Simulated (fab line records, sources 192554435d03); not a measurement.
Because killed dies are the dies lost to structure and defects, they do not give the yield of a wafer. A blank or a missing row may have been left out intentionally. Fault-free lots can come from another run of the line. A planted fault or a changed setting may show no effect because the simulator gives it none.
Split-lot trial / flow n5-finfet / 39 wafers read from 7 lots, route of 1938 steps

== THE SPLIT ITSELF ==
At N5_DUMMY_GATE_ETCH_42 (etches SiO2 in CHF3/O2, target depth 3.5 nm, time 31 s), the setting bias-w was moved away from the recipe's 12 W on 15 of the 39 wafers read, by -18.4% to +17.9%. This setting was run at the recipe's value on the other wafers.

The reading comes from the split's own step.

== THE READING ==
rf-vpp-V, in V, at N5_DUMMY_GATE_ETCH_42 (etches SiO2 in CHF3/O2, target depth 3.5 nm, time 31 s). Fault-free wafers of this fab line usually give 43.0 V, standard deviation 1.2 V.

wafer=L076.1; tool, chamber at the split=rie-diel-06, 1; bias-w as run, W=10.09; against the recipe=-15.9%; rf-vpp-V, V=38.8; against lot-mates on the recipe=-3.7
wafer=L076.2; tool, chamber at the split=rie-diel-06, 3; bias-w as run, W=10.09; against the recipe=-15.9%; rf-vpp-V, V=36.0; against lot-mates on the recipe=-6.5
wafer=L076.3; tool, chamber at the split=rie-diel-06, 0; bias-w as run, W=10.09; against the recipe=-15.9%; rf-vpp-V, V=40.0; against lot-mates on the recipe=-2.5
wafer=L076.4; tool, chamber at the split=rie-diel-06, 2; bias-w as run, W=12; against the recipe=recipe; rf-vpp-V, V=43.9; against lot-mates on the recipe=-
wafer=L076.5; tool, chamber at the split=rie-diel-06, 2; bias-w as run, W=12; against the recipe=recipe; rf-vpp-V, V=41.2; against lot-mates on the recipe=-
wafer=L076.6; tool, chamber at the split=rie-diel-06, 3; bias-w as run, W=12; against the recipe=recipe; rf-vpp-V, V=42.3; against lot-mates on the recipe=-
wafer=L077.1; tool, chamber at the split=rie-diel-06, 1; bias-w as run, W=12; against the recipe=recipe; rf-vpp-V, V=44.4; against lot-mates on the recipe=-
wafer=L077.2; tool, chamber at the split=rie-diel-06, 2; bias-w as run, W=12; against the recipe=recipe; rf-vpp-V, V=42.7; against lot-mates on the recipe=-
wafer=L077.3; tool, chamber at the split=rie-diel-06, 0; bias-w as run, W=12; against the recipe=recipe; rf-vpp-V, V=43.7; against lot-mates on the recipe=-
wafer=L077.4; tool, chamber at the split=rie-diel-06, 1; bias-w as run, W=12; against the recipe=recipe; rf-vpp-V, V=43.5; against lot-mates on the recipe=-
wafer=L077.5; tool, chamber at the split=rie-diel-06, 2; bias-w as run, W=12; against the recipe=recipe; rf-vpp-V, V=43.7; against lot-mates on the recipe=-
wafer=L077.6; tool, chamber at the split=rie-diel-06, 0; bias-w as run, W=12; against the recipe=recipe; rf-vpp-V, V=43.6; against lot-mates on the recipe=-
wafer=L079.1; tool, chamber at the split=rie-diel-02, 0; bias-w as run, W=10.75; against the recipe=-10.4%; rf-vpp-V, V=39.6; against lot-mates on the recipe=-3.8
wafer=L079.2; tool, chamber at the split=rie-diel-02, 2; bias-w as run, W=12; against the recipe=recipe; rf-vpp-V, V=42.4; against lot-mates on the recipe=-
wafer=L079.3; tool, chamber at the split=rie-diel-02, 1; bias-w as run, W=10.75; against the recipe=-10.4%; rf-vpp-V, V=39.9; against lot-mates on the recipe=-3.5
wafer=L079.4; tool, chamber at the split=rie-diel-02, 2; bias-w as run, W=10.75; against the recipe=-10.4%; rf-vpp-V, V=38.3; against lot-mates on the recipe=-5.1
wafer=L079.5; tool, chamber at the split=rie-diel-02, 0; bias-w as run, W=12; against the recipe=recipe; rf-vpp-V, V=44.7; against lot-mates on the recipe=-
wafer=L079.6; tool, chamber at the split=rie-diel-02, 1; bias-w as run, W=12; against the recipe=recipe; rf-vpp-V, V=43.1; against lot-mates on the recipe=-
wafer=L080.1; tool, chamber at the split=rie-diel-06, 1; bias-w as run, W=9.795; against the recipe=-18.4%; rf-vpp-V, V=37.5; against lot-mates on the recipe=-5.1
wafer=L080.2; tool, chamber at the split=rie-diel-06, 0; bias-w as run, W=12; against the recipe=recipe; rf-vpp-V, V=43.5; against lot-mates on the recipe=-
wafer=L080.3; tool, chamber at the split=rie-diel-06, 2; bias-w as run, W=9.795; against the recipe=-18.4%; rf-vpp-V, V=36.0; against lot-mates on the recipe=-6.6
wafer=L080.4; tool, chamber at the split=rie-diel-06, 3; bias-w as run, W=12; against the recipe=recipe; rf-vpp-V, V=40.5; against lot-mates on the recipe=-
wafer=L080.5; tool, chamber at the split=rie-diel-06, 1; bias-w as run, W=12; against the recipe=recipe; rf-vpp-V, V=43.7; against lot-mates on the recipe=-
wafer=L080.6; tool, chamber at the split=rie-diel-06, 0; bias-w as run, W=9.795; against the recipe=-18.4%; rf-vpp-V, V=40.1; against lot-mates on the recipe=-2.5
wafer=L090.2; tool, chamber at the split=rie-diel-01, 0; bias-w as run, W=12; against the recipe=recipe; rf-vpp-V, V=40.9; against lot-mates on the recipe=-
wafer=L090.3; tool, chamber at the split=rie-diel-01, 1; bias-w as run, W=12; against the recipe=recipe; rf-vpp-V, V=42.8; against lot-mates on the recipe=-
wafer=L090.5; tool, chamber at the split=rie-diel-01, 2; bias-w as run, W=12; against the recipe=recipe; rf-vpp-V, V=42.3; against lot-mates on the recipe=-
wafer=L092.1; tool, chamber at the split=rie-diel-06, 2; bias-w as run, W=12; against the recipe=recipe; rf-vpp-V, V=43.8; against lot-mates on the recipe=-
wafer=L092.2; tool, chamber at the split=rie-diel-06, 0; bias-w as run, W=14.15; against the recipe=+17.9%; rf-vpp-V, V=49.1; against lot-mates on the recipe=+5.2
wafer=L092.3; tool, chamber at the split=rie-diel-06, 1; bias-w as run, W=12; against the recipe=recipe; rf-vpp-V, V=44.1; against lot-mates on the recipe=-
wafer=L092.4; tool, chamber at the split=rie-diel-06, 2; bias-w as run, W=14.15; against the recipe=+17.9%; rf-vpp-V, V=47.9; against lot-mates on the recipe=+4.0
wafer=L092.5; tool, chamber at the split=rie-diel-06, 1; bias-w as run, W=12; against the recipe=recipe; rf-vpp-V, V=43.9; against lot-mates on the recipe=-
wafer=L092.6; tool, chamber at the split=rie-diel-06, 0; bias-w as run, W=14.15; against the recipe=+17.9%; rf-vpp-V, V=47.4; against lot-mates on the recipe=+3.5
wafer=L093.1; tool, chamber at the split=rie-diel-06, 1; bias-w as run, W=12; against the recipe=recipe; rf-vpp-V, V=43.4; against lot-mates on the recipe=-
wafer=L093.2; tool, chamber at the split=rie-diel-06, 2; bias-w as run, W=12; against the recipe=recipe; rf-vpp-V, V=44.3; against lot-mates on the recipe=-
wafer=L093.3; tool, chamber at the split=rie-diel-06, 0; bias-w as run, W=13.15; against the recipe=+9.6%; rf-vpp-V, V=46.1; against lot-mates on the recipe=+1.9
wafer=L093.4; tool, chamber at the split=rie-diel-06, 1; bias-w as run, W=12; against the recipe=recipe; rf-vpp-V, V=44.8; against lot-mates on the recipe=-
wafer=L093.5; tool, chamber at the split=rie-diel-06, 0; bias-w as run, W=13.15; against the recipe=+9.6%; rf-vpp-V, V=46.8; against lot-mates on the recipe=+2.6
wafer=L093.6; tool, chamber at the split=rie-diel-06, 2; bias-w as run, W=13.15; against the recipe=+9.6%; rf-vpp-V, V=46.4; against lot-mates on the recipe=+2.2

FIT RESULTS
A straight line over all 39 wafers: rf-vpp-V changes by +0.302 V for each +1% of bias-w; r = +0.92; the points scatter about the line by 1.2 V.
The same after taking each lot's own level away (the mean of its wafers on the recipe; 39 wafers): +0.261 V for each +1%; r = +0.91; scatter 1.1 V.
The reading moves by 4.8 V for the largest change in bias-w, on that fit.
Measured against the standard deviation above, the lots' own levels, which go from 42.00 to 44.17 V, span 1.8 times it.
Hence the slope depends on the lot-to-lot level, as the two fits are not the same.
Check: for one of the wafers moved furthest among these (-18.4%), held out of the fit, the line's prediction against its lot-mates is -4.94 V. Against them it came out at -5.07 V.
Tool readings at the split's step, against how far the setting was moved: rf-vpp-V r = +0.92.

== FILE'S OWN FIT ==
rf-vpp-V changes by +0.263 V for each +1% of bias-w, r = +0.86.
